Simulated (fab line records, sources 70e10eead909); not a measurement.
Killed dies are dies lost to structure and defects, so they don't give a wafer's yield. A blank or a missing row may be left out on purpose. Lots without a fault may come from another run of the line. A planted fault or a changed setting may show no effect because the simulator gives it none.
Tool commonality check | flow nand_harc | 3 lots, 9 wafers sampled

WHY IT WAS OPENED
At NHARC_END_SORT_01 the reading killed_at_array is flagged on 3 of 3 lots. Wafers without a fault read 28, standard deviation 8.9.
Rule: a lot is flagged when every wafer of it that has a number lies more than 4 standard deviations from that mean, or none has a number. The other lots count as sound.

lot  | measured     | on        | killed_at_array, wafer by wafer | flag
L618 | day 24 13:35 | prober-02 | 669 671 673                     | FLAGGED
L620 | day 24 15:29 | prober-01 | 674 675 675                     | FLAGGED
L617 | day 25 05:34 | prober-02 | 675 675 675                     | FLAGGED
The numbers of the flagged lots are 674 on average: +646 against the usual, or +73 standard deviations.

WHICH TOOL RAN EACH LOT
The record holds 4 process steps before the reading, out of a route of 1159 steps. In each cell: the tool, then ch and the chambers that the sampled wafers went through, then the start.
lot  | flag    | NHARC_A_STAIRCASE_ETCHBACK_416              | NHARC_A_STAIRCASE_ALD_420        | NHARC_A_STAIRCASE_CMP_152     | NHARC_A_STAIRCASE_ETCHBACK_422
L618 | FLAGGED | rie_diel-05 ch 0,3, day 17 07:23 or earlier | ald_hk-02 ch 2,3, day 17 07:23   | cmp-03 ch 0,1, day 19 03:25   | rie_diel-05 ch 0,1,3, day 19 03:55
L620 | FLAGGED | rie_diel-01 ch 0,1, day 17 11:48 or earlier | ald_hk-01 ch 0,1,2, day 17 11:48 | cmp-04 ch 1,3, day 19 03:14   | rie_diel-05 ch 0,1, day 19 03:43
L617 | FLAGGED | rie_diel-05 ch 1,2, day 17 06:27 or earlier | ald_hk-02 ch 1,3, day 17 06:27   | cmp-03 ch 0,1,3, day 19 03:07 | rie_diel-01 ch 1,2, day 19 03:35
What these steps do:
- NHARC_A_STAIRCASE_ETCHBACK_416: etches the open film in C4F8/O2/Ar, target depth 36 nm, time 7.2 s.
- NHARC_A_STAIRCASE_ALD_420: deposits SiO2, target thk 20 nm, pulse time 6 s, ald cycles 200.
- NHARC_A_STAIRCASE_CMP_152: polishes.
- NHARC_A_STAIRCASE_ETCHBACK_422: etches the open film in CH3F/O2, target depth 40 nm, time 74.286 s.
- NHARC_END_SORT_01

FLAGGED OVER TOTAL, TOOL BY TOOL (the gauges that took the reading come last)
step                           | tool        | lots run | flagged | share of the flagged lots | sound lots run after its first flagged lot
NHARC_A_STAIRCASE_ETCHBACK_416 | rie_diel-01 | 1        | 1       | some                      | 0
NHARC_A_STAIRCASE_ETCHBACK_416 | rie_diel-05 | 2        | 2       | some                      | 0
NHARC_A_STAIRCASE_ALD_420      | ald_hk-01   | 1        | 1       | some                      | 0
NHARC_A_STAIRCASE_ALD_420      | ald_hk-02   | 2        | 2       | some                      | 0
NHARC_A_STAIRCASE_CMP_152      | cmp-03      | 2        | 2       | some                      | 0
NHARC_A_STAIRCASE_CMP_152      | cmp-04      | 1        | 1       | some                      | 0
NHARC_A_STAIRCASE_ETCHBACK_422 | rie_diel-01 | 1        | 1       | some                      | 0
NHARC_A_STAIRCASE_ETCHBACK_422 | rie_diel-05 | 2        | 2       | some                      | 0
NHARC_END_SORT_01              | prober-01   | 1        | 1       | some                      | 0
NHARC_END_SORT_01              | prober-02   | 2        | 2       | some                      | 0
NHARC_A_STAIRCASE_ETCHBACK_416 gives no start for some lots, so the hours and the order of its lots are those of NHARC_A_STAIRCASE_ALD_420.

WHAT THE TABLE ALLOWS
No row of the table ran every flagged lot.

WHAT THE SIMULATOR HAD PUT IN
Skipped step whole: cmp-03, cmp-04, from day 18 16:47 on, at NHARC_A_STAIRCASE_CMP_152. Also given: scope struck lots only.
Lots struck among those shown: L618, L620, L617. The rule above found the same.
